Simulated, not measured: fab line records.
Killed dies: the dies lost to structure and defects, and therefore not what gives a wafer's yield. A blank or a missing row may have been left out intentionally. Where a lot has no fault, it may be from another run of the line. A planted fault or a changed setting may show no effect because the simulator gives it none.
fab line records ; flow nand_harc
record: lots: 5; wafers: 15; last_day: 32
route steps=1302 shown P_ZERO_WELL@68 P_STI@69 END@1302
lots untouched by any fault: they come from a run of this same line in which no faults occurred
start_h: hours from the record's first day to the start of the lot's first wafer shown ; wait_h: how many hours have passed since the lot's step before this one ; " identical to the entry in the row above ; L1.1+2: several wafers, shown together as one row ; - no value present, or no start provided ; * or withheld: withheld ; < > ~ a bound
route shown NAME@n: NAME is a module with steps in the file, n the number in the route of the first one ; usual: mean/standard deviation of fault-free wafers ; same: alike in all rows ; chamber/n: place in a boat ; sites: the reading at each site ; _std_site: the values' standard deviation ; _edge_site: mean of outer sites minus mean of inner sites ; radius_mm: how far each site lies from the wafer's centre ; mask NAME#n: copy n ; behind: the last tool/chamber to shape the wafer ; hold: what put the lot on hold/how long, in hours/how the hold closed ; device: names the non-switching transistor (n, p or np) ; end of line: tests run on the same wafers once the route is complete ; step lacking rows: just its recipe ; killed: dies that structure and defects cost at the first sort, which is not the same as the wafer's yield ; map: a wafer's dies, marking killed ones x, the rest . and places with no die _
set.NAME: the setting that was run; set.NAME@STEP: the one run at that earlier step ; model.NAME: the simulator's own value behind a step, which no gauge read
certain route steps with their lots: each step a table, each wafer a row
services: when a tool's chamber went out of use (start_h, in hours from the record's first day, below 0 if earlier), for how many hours, and the reason
== steps ==
step: NHARC_P_ZERO_WELL_INSPECT_43
usual: raw_defect_count: 14/6.4
lot.wafer;tool;chamber;start_h;wait_h;raw_defect_count
L697.2;defect_inspect-02;-;77.86;0.5;10
L697.3;defect_inspect-02;-;77.86;0.5;17
L697.6;defect_inspect-02;-;77.86;0.5;11
L701.2;defect_inspect-01;-;117.59;0.5;16
L701.5;defect_inspect-01;-;117.59;0.5;17
L701.6;defect_inspect-01;-;117.59;0.5;19
L709.3;defect_inspect-02;-;197.59;0.4;11
L709.4;defect_inspect-02;-;197.59;0.4;21
L709.5;defect_inspect-02;-;197.59;0.4;21
L710.2;defect_inspect-01;-;208.06;0.9;32
L710.3;defect_inspect-01;-;208.06;0.9;29
L710.5;defect_inspect-01;-;208.06;0.9;31
L711.3;defect_inspect-01;-;218.68;0.4;10
L711.4;defect_inspect-01;-;218.68;0.4;29
L711.5;defect_inspect-01;-;218.68;0.4;23
step: NHARC_P_STI_ETCH_26
recipe: target_depth_a: 110; chemistry: dHF; material: SiO2
step: NHARC_P_STI_PRECLEAN_27
recipe: time_s: *; temp_c: 50; bath_age_min: 0; chemistry: SC1
step: NHARC_P_STI_SRD_28
step: NHARC_P_STI_OXIDE_29
recipe: target_thk_a: 100; temp_c: 900; ox_time_s: 1362; material: SiO2
step: NHARC_P_STI_HM_DEP_30
recipe: target_thk_a: 800; temp_c: 790; pressure_mtorr: 300; time_s: 873; material: Si3N4
step: NHARC_P_STI_DEHYDRATE_01
recipe: temp_c: 150; time_s: 120
step: NHARC_P_STI_HMDS_02
recipe: time_s: 30
step: NHARC_P_STI_COAT_41
recipe: temp_c: 200; time_s: 65
step: NHARC_P_STI_COAT_03
recipe: spin_rpm: 2000; resist_thk_nm: 600
step: NHARC_P_STI_SOFTBAKE_04
recipe: temp_c: 125; time_s: 70
step: NHARC_P_STI_EBR_05
step: NHARC_P_STI_EXPOSE_06
recipe: na: 0.55; target_cd_nm: 200; dose_mj: 37.69; mask_id: P_STI
lot.wafer;tool;chamber;start_h;wait_h;mask
L697.2+3+6;krf_scanner-04;0;94.31;-;P_STI_R1#0
L701.2+5+6;krf_scanner-04;0;133.42;-;P_STI#0
L709.3+4+5;krf_scanner-03;0;211.98;-;P_STI#0
L710.2+3+5;krf_scanner-01;0;225.27;-;P_STI#0
L711.3+4+5;krf_scanner-03;0;233.02;-;P_STI#0
step: NHARC_P_STI_PEB_07
recipe: peb_temp_c: 128; peb_time_s: 80
step: NHARC_P_STI_DEVELOP_08
recipe: time_s: 50; dev_temp_c: 22
step: NHARC_P_STI_CD_MEAS_09
recipe: target_cd_nm: 200; landing_energy_ev: 500
usual: cd_nm: 199/3.4
lot.wafer;tool;chamber;start_h;wait_h;cd_nm
L697.2;cd_sem-02;0;94.46;-;208
L697.3;cd_sem-02;0;94.46;-;209
L697.6;cd_sem-02;0;94.46;-;208
L701.2;cd_sem-01;0;133.56;-;204
L701.5;cd_sem-01;0;133.56;-;201
L701.6;cd_sem-01;0;133.56;-;202
L709.3;cd_sem-01;0;212.12;-;197
L709.4;cd_sem-01;0;212.12;-;204
L709.5;cd_sem-01;0;212.12;-;203
L710.2;cd_sem-03;0;225.42;-;201
L710.3;cd_sem-03;0;225.42;-;204
L710.5;cd_sem-03;0;225.42;-;202
L711.3;cd_sem-03;0;233.17;-;201
L711.4;cd_sem-03;0;233.17;-;198
L711.5;cd_sem-03;0;233.17;-;199
step: NHARC_P_STI_OVL_MEAS_10
usual: overlay_x_nm: 0/5.5; overlay_y_nm: 1/5.5
lot.wafer;tool;chamber;start_h;wait_h;overlay_x_nm;overlay_y_nm
L697.2;overlay-02;-;94.55;-;3;7
L697.3;overlay-02;-;94.55;-;3;7
L697.6;overlay-02;-;94.55;-;3;7
L701.2;overlay-02;-;133.65;-;-2;-1
L701.5;overlay-02;-;133.65;-;-1;-1
L701.6;overlay-02;-;133.65;-;-2;-1
L709.3;overlay-02;-;212.21;-;5;0
L709.4;overlay-02;-;212.21;-;5;0
L709.5;overlay-02;-;212.21;-;5;0
L710.2;overlay-02;-;225.50;-;-4;1
L710.3;overlay-02;-;225.50;-;-3;2
L710.5;overlay-02;-;225.50;-;-3;2
L711.3;overlay-01;-;233.25;-;-5;-2
L711.4;overlay-01;-;233.25;-;-5;-1
L711.5;overlay-01;-;233.25;-;-5;-2
step: NHARC_P_STI_INSPECT_11
usual: raw_defect_count: 6/3
lot.wafer;tool;chamber;start_h;wait_h;raw_defect_count
L697.2;defect_inspect-01;-;94.58;0.0;5
L697.3;defect_inspect-01;-;94.58;0.0;3
L697.6;defect_inspect-01;-;94.58;0.0;8
L701.2;defect_inspect-02;-;133.69;0.0;5
L701.5;defect_inspect-02;-;133.69;0.0;5
L701.6;defect_inspect-02;-;133.69;0.0;5
L709.3;defect_inspect-02;-;212.24;0.0;10
L709.4;defect_inspect-02;-;212.24;0.0;9
L709.5;defect_inspect-02;-;212.24;0.0;5
L710.2;defect_inspect-02;-;225.54;0.0;5
L710.3;defect_inspect-02;-;225.54;0.0;4
L710.5;defect_inspect-02;-;225.54;0.0;9
L711.3;defect_inspect-02;-;233.29;0.0;5
L711.4;defect_inspect-02;-;233.29;0.0;7
L711.5;defect_inspect-02;-;233.29;0.0;6
step: NHARC_P_STI_HARDBAKE_13
recipe: temp_c: 118; time_s: 65
step: NHARC_P_STI_DESCUM_14
recipe: time_s: 3; o2_flow_sccm: 200; ar_flow_sccm: 0; bias_power_w: 0; chemistry: O2
usual: chamber_pressure_mTorr: 60.00/0.053; drypump_motor_current_A: 5.6/0.48; oes_product_au: 1.000/0.014; rf_vpp_V: 57.6/0.82; showerhead_plenum_p_Torr: 1.90/0.057; throttle_valve_pct: 11.311/0.0094
same: bias_power_w: 0
lot.wafer;tool;chamber;start_h;wait_h;chamber_pressure_mTorr;drypump_motor_current_A;oes_product_au;rf_hours_counter_h;rf_vpp_V;showerhead_plenum_p_Torr;throttle_valve_pct;model.P_STI.cd_nm
L697.3;rie_diel-03;0;94.72;-;59.98;5.6;1.010;7;58.8;1.90;11.298;209.5
L697.2;rie_diel-03;2;94.72;-;60.02;6.0;0.980;8;57.6;1.96;11.299;208.7
L697.6;rie_diel-03;0;94.72;-;60.00;5.6;1.014;-;58.1;1.90;11.304;208.1
L701.2;rie_diel-13;1;133.82;-;60.00;6.5;1.010;12;57.0;1.89;11.318;204.6
L701.5;rie_diel-13;1;133.82;-;59.99;6.5;1.010;-;57.2;1.89;11.300;201.2
L701.6;rie_diel-13;2;133.82;-;59.92;6.3;0.995;-;57.9;1.88;11.301;202.2
L709.3;rie_diel-10;3;212.40;-;60.03;5.4;1.005;9;57.1;1.96;11.301;195.6
L709.4;rie_diel-10;0;212.40;-;60.05;4.9;0.995;9;56.9;1.79;11.313;203.9
L709.5;rie_diel-10;1;212.40;-;59.97;5.3;1.030;-;57.2;1.85;11.303;202.3
L710.2;rie_diel-10;2;225.68;-;59.90;5.0;1.022;8;57.2;1.89;11.293;200.6
L710.3;rie_diel-10;3;225.68;-;59.98;5.4;0.996;10;56.9;1.96;11.314;203.2
L710.5;rie_diel-10;2;225.68;-;59.99;5.0;1.017;-;57.4;1.89;11.330;201.2
L711.4;rie_diel-13;1;233.42;-;59.99;6.5;1.003;3;56.9;1.89;11.326;199.1
L711.3;rie_diel-13;2;233.42;-;59.98;6.2;0.989;4;58.3;1.88;11.321;200.9
L711.5;rie_diel-13;1;233.42;-;60.03;6.5;1.003;-;57.2;1.89;11.305;199.5
step: NHARC_P_STI_ETCH_42
recipe: target_depth_a: 800; overetch_a: 240; time_s: 61; ion_energy_ev: 200; n2_flow_sccm: 150; h2_flow_sccm: 150; ar_flow_sccm: 0; rf_w: 400; bias_w: 150; chemistry: N2/H2
usual: chamber_pressure_mTorr: 30.001/0.028; drypump_motor_current_A: 5.5/0.48; h2_flow_sccm: 150.0/0.46; oes_product_au: 0.997/0.015; rf_vpp_V: 430.4/2; showerhead_plenum_p_Torr: 2.03/0.065; throttle_valve_pct: 14.171/0.0094
lot.wafer;tool;chamber;start_h;wait_h;chamber_pressure_mTorr;drypump_motor_current_A;h2_flow_sccm;oes_product_au;rf_hours_counter_h;rf_vpp_V;showerhead_plenum_p_Torr;throttle_valve_pct
L697.2;rie_diel-03;2;94.81;0.1;30.020;6.0;150.1;0.976;8;432.4;2.09;14.155
L697.3;rie_diel-03;3;94.81;0.1;29.972;5.6;149.9;0.978;8;433.3;2.12;14.155
L697.6;rie_diel-03;2;94.81;0.1;29.940;6.0;150.5;0.989;-;431.0;2.09;14.163
L701.2;rie_diel-13;3;133.90;0.1;30.027;5.4;150.6;0.991;11;430.8;2.13;14.165
L701.6;rie_diel-13;3;133.90;0.1;30.016;5.4;150.4;0.998;-;433.8;2.13;14.190
L701.5;rie_diel-13;0;133.90;0.1;29.998;5.5;150.1;0.973;-;429.9;2.00;14.156
L709.3;rie_diel-10;3;212.46;0.1;29.945;5.4;149.9;0.994;9;432.4;2.09;14.171
L709.4;rie_diel-10;1;212.46;0.1;30.034;5.2;149.9;1.019;8;428.2;1.97;14.179
L709.5;rie_diel-10;3;212.46;0.1;30.041;5.4;149.9;0.991;-;431.0;2.09;14.169
L710.2;rie_diel-10;3;225.76;0.1;29.976;5.4;149.9;0.989;10;431.4;2.09;14.178
L710.3;rie_diel-10;1;225.76;0.1;30.006;5.3;149.8;1.027;9;427.5;1.97;14.172
L710.5;rie_diel-10;3;225.76;0.1;30.025;5.4;149.5;1.000;-;433.6;2.09;14.164
L711.4;rie_diel-13;3;233.52;0.1;30.009;5.4;149.9;0.996;4;433.2;2.12;14.179
L711.3;rie_diel-13;0;233.52;0.1;30.032;5.4;149.0;0.980;3;429.1;2.00;14.176
L711.5;rie_diel-13;2;233.52;0.1;30.026;6.3;150.2;0.982;-;429.2;2.00;14.168
step: NHARC_P_STI_ETCH_31
recipe: target_depth_a: 1089; time_s: 54.5; cf4_flow_sccm: 100; chf3_flow_sccm: 30; ar_flow_sccm: 0; rf_w: 500; bias_w: 200; chemistry: CF4/CHF3
usual: chamber_pressure_mTorr: 25.001/0.021; drypump_motor_current_A: 5.5/0.48; oes_product_au: 0.959/0.021; rf_vpp_V: 370.3/1.7; showerhead_plenum_p_Torr: 1.57/0.044; throttle_valve_pct: 16.803/0.0087
lot.wafer;tool;chamber;start_h;wait_h;chamber_pressure_mTorr;drypump_motor_current_A;oes_product_au;rf_hours_counter_h;rf_vpp_V;showerhead_plenum_p_Torr;throttle_valve_pct
L697.2;rie_diel-03;2;-;-;25.011;6.0;0.958;8;371.7;1.61;16.797
L697.3;rie_diel-03;3;-;-;25.050;5.6;0.966;8;374.0;1.63;16.805
L697.6;rie_diel-03;1;-;-;24.987;5.3;0.952;-;370.4;1.59;16.809
L701.2;rie_diel-13;3;-;-;24.998;5.3;0.952;11;373.7;1.63;16.820
L701.6;rie_diel-13;2;-;-;25.011;6.2;0.949;-;369.4;1.55;16.803
L701.5;rie_diel-13;3;-;-;25.011;5.3;0.969;-;372.3;1.64;16.820
L709.3;rie_diel-10;0;-;-;25.023;4.9;0.970;9;367.6;1.48;16.809
L709.4;rie_diel-10;1;-;-;25.013;5.3;0.973;8;370.0;1.52;16.810
L709.5;rie_diel-10;0;-;-;25.018;4.9;0.975;-;367.7;1.48;16.816
L710.2;rie_diel-10;3;-;-;24.979;5.4;0.955;10;371.5;1.61;16.800
L710.3;rie_diel-10;0;-;-;25.035;4.9;0.947;11;367.5;1.48;16.800
L710.5;rie_diel-10;0;-;-;24.969;4.9;0.946;-;366.9;1.48;16.817
L711.3;rie_diel-13;0;-;-;24.966;5.4;0.957;3;370.1;1.55;16.791
L711.4;rie_diel-13;1;-;-;24.984;6.5;0.972;3;370.5;1.56;16.789
L711.5;rie_diel-13;2;-;-;25.017;6.3;0.954;-;369.8;1.55;16.798
step: NHARC_P_STI_ETCH_15
recipe: target_depth_a: 3000; taper_deg: 4; time_s: 100.1; hbr_flow_sccm: 150; cl2_flow_sccm: 50; rf_w: 400; icp_w: 400; bias_w: 100; chemistry: HBr/Cl2
usual: chamber_pressure_mTorr: 15.000/0.014; drypump_motor_current_A: 5.8/0.4; oes_product_au: 0.997/0.015; throttle_valve_pct: 26.405/0.0085
lot.wafer;tool;chamber;start_h;wait_h;chamber_pressure_mTorr;drypump_motor_current_A;oes_product_au;rf_hours_counter_h;throttle_valve_pct;model.P_STI.cd_nm
L697.2;rie_si-02;3;95.02;-;15.013;6.5;0.987;1.0;26.392;208.4
L697.3;rie_si-02;0;95.02;-;14.996;5.5;1.003;1.0;26.401;208.6
L697.6;rie_si-02;2;95.02;-;14.996;5.7;0.996;-;26.398;207.3
L701.2;rie_si-04;0;134.10;-;15.006;6.3;1.001;0.8;26.421;206.1
L701.6;rie_si-04;0;134.10;-;15.020;6.3;1.005;-;26.405;203.7
L701.5;rie_si-04;1;134.10;-;14.975;6.3;0.985;-;26.418;201.7
L709.3;rie_si-02;1;212.65;-;14.989;5.4;0.982;0.7;26.402;193.2
L709.4;rie_si-02;3;212.65;-;14.972;6.4;1.003;0.5;26.405;200.5
L709.5;rie_si-02;2;212.65;-;14.974;5.7;1.006;-;26.406;200.3
L710.3;rie_si-06;1;225.95;-;15.015;5.3;0.991;0.9;26.410;199.9
L710.2;rie_si-06;0;225.95;-;15.023;5.8;0.981;0.9;26.393;198.6
L710.5;rie_si-06;1;225.95;-;14.990;5.3;1.001;-;26.399;199.1
L711.3;rie_si-06;1;233.73;-;14.993;5.3;1.002;1.0;26.419;200.6
L711.5;rie_si-06;0;233.73;-;14.996;5.8;0.981;-;26.407;197.6
L711.4;rie_si-06;1;233.73;-;15.022;5.4;0.996;-;26.395;197.8
step: NHARC_P_STI_CD_MEAS_16
usual: cd_nm: 198/3.7
lot.wafer;tool;chamber;start_h;wait_h;cd_nm
L697.2;cd_sem-03;-;95.16;-;209
L697.3;cd_sem-03;-;95.16;-;208
L697.6;cd_sem-03;-;95.16;-;207
L701.2;cd_sem-01;-;134.26;-;206
L701.5;cd_sem-01;-;134.26;-;202
L701.6;cd_sem-01;-;134.26;-;204
L709.3;cd_sem-03;-;212.82;-;193
L709.4;cd_sem-03;-;212.82;-;200
L709.5;cd_sem-03;-;212.82;-;200
L710.2;cd_sem-03;-;226.11;-;199
L710.3;cd_sem-03;-;226.11;-;200
L710.5;cd_sem-03;-;226.11;-;199
L711.3;cd_sem-01;-;233.89;-;201
L711.4;cd_sem-01;-;233.89;-;197
L711.5;cd_sem-01;-;233.89;-;197
step: NHARC_P_STI_OCD_MEAS_17
usual: trench_depth_nm: 299/6.6; trench_foot_cd_nm: 157/3.6
lot.wafer;tool;chamber;start_h;wait_h;trench_depth_nm;trench_foot_cd_nm
L697.2;ocd-02;-;95.25;0.1;292;168
L697.3;ocd-02;-;95.25;0.1;304;166
L697.6;ocd-02;-;95.25;0.1;296;166
L701.2;ocd-02;-;134.35;0.1;302;161
L701.5;ocd-02;-;134.35;0.1;294;160
L701.6;ocd-02;-;134.35;0.1;303;160
L709.3;ocd-01;-;212.91;0.1;295;154
L709.4;ocd-01;-;212.91;0.1;299;162
L709.5;ocd-01;-;212.91;0.1;305;160
L710.2;ocd-01;-;226.20;0.1;295;159
L710.3;ocd-01;-;226.20;0.1;298;162
L710.5;ocd-01;-;226.20;0.1;302;159
L711.3;ocd-02;-;233.97;0.1;302;159
L711.4;ocd-02;-;233.97;0.1;302;156
L711.5;ocd-02;-;233.97;0.1;294;158
step: NHARC_P_STI_STRIP_19
recipe: time_s: 900; temp_c: 130; chemistry: SPM
step: NHARC_END_SORT_01
recipe: temp_c: 25
usual: killed_at_array: 54/20; killed_at_other: 0.7/0.94; killed_at_periphery: 3.8/2.7; killed_dies: 59/20; killed_open: 3.5/1.9; killed_short: 2.5/1.6
same: gross_dies: 677
lot.wafer;tool;chamber;start_h;wait_h;killed_at_array;killed_at_other;killed_at_periphery;killed_dies;killed_open;killed_short
L701.2;prober-01;0;682.55;2.8;45;2;8;55;6;3
L701.5;prober-01;0;684.95;3.7;51;2;4;57;3;1
L701.6;prober-01;0;685.75;4.0;65;1;8;74;7;3
killed by level:class
L701.2 A_CHANNEL_HOLE_D1:chamber_film_flake=18 A_CHANNEL_HOLE_D2:chamber_film_flake=14 P_M0:chamber_film_flake=3 A_CONTACT:chamber_film_flake=3 A_M0:geometric_particle:short=2 P_GATE:chamber_film_flake=2 A_CHANNEL_FILL_D1:chamber_film_flake=2 THIN_TSV:chamber_film_flake=2
L701.5 A_CHANNEL_HOLE_D1:chamber_film_flake=20 A_CHANNEL_HOLE_D2:chamber_film_flake=18 A_SLIT:chamber_film_flake=4 A_CONTACT:chamber_film_flake=4 P_M0:chamber_film_flake=3 THIN_TSV:chamber_film_flake=2 P_ZERO_WELL:geometric_particle:open=1 A_CHANNEL_FILL_D1:geometric_particle:short=1
L701.6 A_CHANNEL_HOLE_D1:chamber_film_flake=32 A_CHANNEL_HOLE_D2:chamber_film_flake=17 P_M0:chamber_film_flake=3 A_STAIRCASE:chamber_film_flake=3 P_CONTACT:geometric_particle:open=2 A_CONTACT:geometric_particle:open=2 P_GATE:chamber_film_flake=2 A_CHANNEL_FILL_D1:chamber_film_flake=2
== services ==
tool;chamber;start_h;hours;kind
rie_si-06;-;72.01;9.0;pm
krf_scanner-03;-;78.76;5.4;repair
rie_diel-10;-;96.40;1.2;repair
rie_si-02;-;100.00;9.0;pm
rie_diel-10;2;100.82;7.2;repair
rie_diel-03;-;104.30;9.0;pm
rie_diel-10;1;110.10;9.0;repair
rie_diel-03;1;117.26;22.9;repair
rie_diel-13;2;129.30;2.2;repair
krf_scanner-03;-;132.32;0.3;repair
rie_diel-03;0;133.34;5.6;repair
rie_diel-10;0;137.82;2.2;repair
krf_scanner-04;-;140.59;0.5;repair
krf_scanner-03;-;150.97;1.4;repair
krf_scanner-04;-;155.12;6.1;repair
rie_diel-13;-;165.23;9.0;pm
rie_si-02;2;168.66;1.5;repair
krf_scanner-03;-;177.86;1.7;repair
krf_scanner-04;-;184.94;4.0;pm
rie_diel-13;1;187.75;21.0;repair
rie_diel-13;2;197.62;2.8;repair
rie_diel-03;0;206.54;19.9;repair
krf_scanner-03;-;224.00;4.0;pm
rie_si-06;3;229.66;6.9;repair
== key ==
first_sign: step: NHARC_P_STI_EXPOSE_06; reading: mask; direction: changed
effect: step: NHARC_P_STI_CD_MEAS_09; reading: cd_nm; direction: up; sigmas: 2.8; usual: 199; struck: 209
effect: step: NHARC_P_STI_CD_MEAS_16; reading: cd_nm; direction: up; sigmas: 2.7; usual: 198; struck: 208
effect: step: NHARC_P_STI_OCD_MEAS_17; reading: trench_foot_cd_nm; direction: up; sigmas: 2.6; usual: 157; struck: 167
model_effect: step: NHARC_P_STI_DESCUM_14; value: P_STI.cd_nm; without: 198.7; struck: 208.8
model_effect: step: NHARC_P_STI_ETCH_15; value: P_STI.cd_nm; without: 198.1; struck: 208.1
met_at NHARC_P_STI_EXPOSE_06
struck_wafers L697.2,L697.3,L697.6
tester_left_out L697
fault: kind: wrong_mask; tool: any; chamber: -; onset_h: 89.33; steps: NHARC_P_STI_EXPOSE_06; aux_copy: P_STI_R1#0; cd_offset_nm: 10.045; scope: struck_lots_only
tester_left_out: of these lots the tester's yield and bins aren't shown, on N5 and GAA mostly nor the transistor test; their killed dies are dies lost to structure and defects alone, not to doping, threshold or leakage, so they don't give the yield
